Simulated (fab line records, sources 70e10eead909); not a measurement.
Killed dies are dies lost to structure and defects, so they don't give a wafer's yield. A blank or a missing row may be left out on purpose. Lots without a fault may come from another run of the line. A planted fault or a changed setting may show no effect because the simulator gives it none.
Tool commonality check | flow nand_harc | 12 lots, 36 wafers sampled

WHY IT WAS OPENED
At NHARC_P_GATE_CD_MEAS_59 the reading cd_nm is flagged on 1 of 12 lots. Wafers without a fault read 720.2 nm, standard deviation 1.5.
Rule: a lot is flagged when every wafer of it that has a number lies more than 4 standard deviations from that mean, or none has a number. The other lots count as sound.

lot  | measured     | on        | cd_nm (nm), wafer by wafer | flag
L687 | day 6 00:35  | cd_sem-02 | 718.7 716.4 720.2          |
L690 | day 7 09:23  | cd_sem-01 | 721.7 722.3 721.6          |
L692 | day 8 02:22  | cd_sem-02 | 721.6 719.3 717.1          |
L693 | day 8 07:20  | cd_sem-01 | 720.9 720.9 719.4          |
L695 | day 9 05:14  | cd_sem-01 | 721.1 722.4 722.2          |
L696 | day 9 22:11  | cd_sem-01 | 744.2 746.7 744.4          | FLAGGED
L697 | day 10 05:28 | cd_sem-03 | 721.4 722.7 719.6          |
L698 | day 10 15:41 | cd_sem-02 | 719.7 719.6 720.5          |
L702 | day 12 12:49 | cd_sem-03 | 720.5 718.5 718.3          |
L707 | day 14 03:41 | cd_sem-03 | 718.6 718.9 721.6          |
L706 | day 14 03:56 | cd_sem-03 | 719.4 719.1 719.5          |
L708 | day 14 16:56 | cd_sem-01 | 719.8 718.5 717.6          |
The numbers of the flagged lots are 745.1 nm on average: +24.9 nm against the usual, or +17 standard deviations.

WHICH TOOL RAN EACH LOT
The record holds 1 process step before the reading, out of a route of 1302 steps. In each cell: the tool, then ch and the chambers that the sampled wafers went through, then the start.
lot  | flag    | NHARC_P_GATE_EXPOSE_56
L687 |         | krf_scanner-03 ch 0, day 6 00:26
L690 |         | krf_scanner-04 ch 0, day 7 09:14
L692 |         | krf_scanner-03 ch 0, day 8 02:13
L693 |         | krf_scanner-04 ch 0, day 8 07:11
L695 |         | krf_scanner-04 ch 0, day 9 05:04
L696 | FLAGGED | krf_scanner-04 ch 0, day 9 22:02
L697 |         | krf_scanner-01 ch 0, day 10 05:19
L698 |         | krf_scanner-04 ch 0, day 10 15:32
L702 |         | krf_scanner-01 ch 0, day 12 12:40
L707 |         | krf_scanner-04 ch 0, day 14 03:32
L706 |         | krf_scanner-03 ch 0, day 14 03:47
L708 |         | krf_scanner-03 ch 0, day 14 16:47
What these steps do:
- NHARC_P_GATE_EXPOSE_56: exposes mask P PSD, target cd 720 nm.
- NHARC_P_GATE_CD_MEAS_59: target cd 720 nm.

FLAGGED OVER TOTAL, TOOL BY TOOL (the gauges that took the reading come last)
step                    | tool           | lots run | flagged | share of the flagged lots | sound lots run after its first flagged lot
NHARC_P_GATE_EXPOSE_56  | krf_scanner-01 | 2        | 0       | none                      | -
NHARC_P_GATE_EXPOSE_56  | krf_scanner-03 | 4        | 0       | none                      | -
NHARC_P_GATE_EXPOSE_56  | krf_scanner-04 | 6        | 1       | all                       | 2 (L698,L707)
NHARC_P_GATE_CD_MEAS_59 | cd_sem-01      | 5        | 1       | all                       | 1 (L708)
NHARC_P_GATE_CD_MEAS_59 | cd_sem-02      | 3        | 0       | none                      | -
NHARC_P_GATE_CD_MEAS_59 | cd_sem-03      | 4        | 0       | none                      | -

WHAT THE TABLE ALLOWS
2 rows of the table ran every flagged lot: krf_scanner-04 at NHARC_P_GATE_EXPOSE_56, cd_sem-01 at NHARC_P_GATE_CD_MEAS_59.
- krf_scanner-04 at NHARC_P_GATE_EXPOSE_56: 1 of its 6 lots flagged. Sound lots ran on it after the first flagged one (L698, L707), which a lasting fault on the whole tool wouldn't allow.
- cd_sem-01 at NHARC_P_GATE_CD_MEAS_59: 1 of its 5 lots flagged. Sound lots ran on it after the first flagged one (L708), which a lasting fault on the whole tool wouldn't allow.
No row of the table ran every flagged lot and no sound lot after the first.

WHAT THE SIMULATOR HAD PUT IN
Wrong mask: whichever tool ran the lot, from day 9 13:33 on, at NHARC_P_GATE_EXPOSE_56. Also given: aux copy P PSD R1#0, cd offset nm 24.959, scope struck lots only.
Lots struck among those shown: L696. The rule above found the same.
